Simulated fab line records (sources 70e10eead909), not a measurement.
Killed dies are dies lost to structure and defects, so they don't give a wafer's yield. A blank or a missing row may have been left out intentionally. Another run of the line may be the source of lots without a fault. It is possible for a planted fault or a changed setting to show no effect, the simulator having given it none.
A lot that was struck, set against a sound lot / flow nand-harc / 14 steps out of a route of 1159
Sound: wafers L578.1, L578.2, L578.4. Struck: wafers L587.1, L587.3, L587.5. Last of all comes the cause.
Each step with rows lists, per side, the tool, then ch with its chambers, then its first start. Under that, the readings that differ: sound wafers / struck wafers / difference of the means / sigmas: that difference in standard deviations of wafers without a fault.
alike: readings with means less than 2 such deviations apart, plus words and numbers identical on both sides. not compared: withheld readings, readings lacking a value on some wafer, bounds such as >300 that could conceal the same value, and numbers that have no deviation in the record and whose values overlap.
Wherever a step has rows on one side only, a row that says differs or no value, or a row with sigmas, the two part there. Numbers that don't overlap but have no deviation are shown without sigmas and don't part them. A reading missing from all wafers of one side parts the sides only when that side holds two or more wafers.

NHARC_A_ONON_D1_THK_MEAS_30: measures by ellipsometry.
  sound on film-metro-01, day 8 20:59; struck on film-metro-02, day 10 22:38
reading=thk-nm (nm); sound=982 980 980; struck=1005 1006 1004; difference=+24; sigmas=+3
NHARC_A_ONON_D1_DEP_33: deposits SiO2, target thk 200 nm.
  sound on pecvd-02 ch 0,1, day 8 21:02; struck on pecvd-02 ch 0,1,2, day 10 22:42
  alike: heater-power-w, showerhead-vpp-V, throttle-valve-pct
NHARC_A_ONON_D1_THK_MEAS_34: measures by ellipsometry.
  sound on film-metro-02, day 8 21:27; struck on film-metro-02, day 10 23:07
  alike: thk-nm
NHARC_A_ONON_D1_INSPECT_32:
  sound on defect-inspect-01, day 8 21:32; struck on defect-inspect-01, day 10 23:10
  alike: raw-defect-count
NHARC_A_CHANNEL_HOLE_D1_DEP_00: deposits aC, target thk 3100 nm.
  sound on acl-dep-01 ch 0, day 8 21:37; struck on acl-dep-02 ch 0, day 11 02:11
  alike: throttle-valve-pct
NHARC_A_CHANNEL_HOLE_D1_DEP_01: deposits SiON, target thk 140 nm.
  sound on pecvd-01 ch 0,1,2, day 8 23:34; struck on pecvd-02 ch 0,1,2, day 11 04:19
  alike: heater-power-w, showerhead-vpp-V
then, 5 steps without rows for these wafers: NHARC_A_CHANNEL_HOLE_D1_DEHYDRATE_02 (time 120 s); NHARC_A_CHANNEL_HOLE_D1_HMDS_03 (time 30 s); NHARC_A_CHANNEL_HOLE_D1_COAT_36 (time 75 s); NHARC_A_CHANNEL_HOLE_D1_COAT_37 (time 65 s); NHARC_A_CHANNEL_HOLE_D1_COAT_04 (resist thk 90 nm).
NHARC_A_CHANNEL_HOLE_D1_SOFTBAKE_05: time 55 s.
  sound on litho-track-01 ch 0, day 8 23:00; struck on litho-track-01 ch 0, day 11 04:00
reading=heater-power-total-W (W); sound=188.35 188.34 188.38; struck=192.87 192.85 192.97; difference=+4.54; sigmas=+35
next, for these wafers, 1 step has no rows: NHARC_A_CHANNEL_HOLE_D1_EBR_06.
NHARC_END_SORT_01:
  the record has rows for the sound wafers here (prober-02 ch 0, day 20 10:17) and none for the struck ones

## WHERE THEY PART
At NHARC_A_ONON_D1_THK_MEAS_30 first; at NHARC_END_SORT_01 last (within this record only).

WHY: the cause the simulator had injected
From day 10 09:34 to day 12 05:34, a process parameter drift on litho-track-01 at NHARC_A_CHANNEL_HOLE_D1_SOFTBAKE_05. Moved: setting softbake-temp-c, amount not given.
